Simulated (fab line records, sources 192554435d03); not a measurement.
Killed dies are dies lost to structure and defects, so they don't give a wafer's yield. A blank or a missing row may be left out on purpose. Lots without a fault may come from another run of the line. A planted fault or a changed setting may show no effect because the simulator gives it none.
Which tool did it? | flow n5_finfet | 12 lots, 36 wafers sampled, at 3 steps of a route of 1938

WHAT THE GAUGES READ, wafer by wafer
N5_BEOL_M11_OVL_MEAS_29.
lot  | measured     | on         | V10_OVL (nm)
L075 | day 10 12:21 | overlay-02 | -1.8 -0.8 -1.5
L077 | day 10 19:28 | overlay-02 | -1.7 -2.4 -1.8
L079 | day 11 13:43 | overlay-01 | -0.3 -1.7 -2.3
L081 | day 12 07:09 | overlay-02 | 0.5 -1.0 -0.9
L080 | day 12 16:34 | overlay-02 | -1.6 -2.1 -0.8
L085 | day 13 02:55 | overlay-01 | -1.4 -2.1 -2.0
L087 | day 13 09:32 | overlay-01 | 0.0 0.1 -1.7
L091 | day 14 11:26 | overlay-01 | -1.1 -1.1 -0.6
L090 | day 14 19:40 | overlay-02 | -0.8 -0.1 -1.0
L092 | day 14 22:08 | overlay-01 | -0.7 -1.1 -0.5
L095 | day 15 13:54 | overlay-02 | -2.3 -1.5 -1.7
L097 | day 15 18:36 | overlay-02 | -2.5 -2.2 -1.9

WHICH TOOL RAN EACH LOT (tool, then ch and the chambers of the sampled wafers, then the start)
lot  | N5_BEOL_M11_ETCH_62                | N5_BEOL_M11_HM_OPEN_17
L075 | rie_diel-05 ch 2,3, day 10 11:20   | rie_metal-02 ch 0, day 10 11:33
L077 | rie_diel-05 ch 1,2, day 10 18:03   | rie_metal-02 ch 0,1, day 10 18:14
L079 | rie_diel-01 ch 0,2, day 11 10:08   | rie_metal-03 ch 0,1, day 11 10:19
L081 | rie_diel-06 ch 0,3, day 12 06:20   | rie_metal-03 ch 1, day 12 06:35
L080 | rie_diel-06 ch 0,3, day 12 13:07   | rie_metal-01 ch 0,1, day 12 13:18
L085 | rie_diel-01 ch 0,2,3, day 13 02:07 | rie_metal-01 ch 0,1, day 13 02:19
L087 | rie_diel-06 ch 0,2,3, day 13 08:41 | rie_metal-01 ch 0,1, day 13 08:52
L091 | rie_diel-06 ch 0,1,2, day 14 10:28 | rie_metal-02 ch 0,1, day 14 10:40
L090 | rie_diel-01 ch 1,2, day 14 18:22   | rie_metal-01 ch 0,1, day 14 18:35
L092 | rie_diel-06 ch 1,2, day 14 20:55   | rie_metal-02 ch 0,1, day 14 21:05
L095 | rie_diel-01 ch 0,2, day 15 13:05   | rie_metal-03 ch 0,1, day 15 13:16
L097 | rie_diel-05 ch 0,2,3, day 15 17:43 | rie_metal-01 ch 0,1, day 15 17:55
- N5_BEOL_M11_ETCH_62: etches SOC in N2/H2, target depth 110 nm, overetch 22 nm, time 165 s.
- N5_BEOL_M11_HM_OPEN_17: chemistry Cl2/BCl3, target TiN, target depth 20 nm, overetch 6 nm.

THE ANSWER, worked out from the rows above alone
Rule: what is usual is taken from the lots themselves. Put in order of their means at a reading, lots are off if they are a third of the lots or fewer, leave a main group of 4 or more, and stand apart from it by a gap of 3 or more times the standard deviation of the main group's means; of several such gaps the widest counts. A main group whose means are all the same, to the digits that the tables above print for the reading, isn't used. A lot without any number at a reading at which 4 lots or more have one is off too. The other lots that the step has rows for count as sound.
No lot is off at any reading shown: from this, nothing can be told.

WHAT THE SIMULATOR HAD PUT IN
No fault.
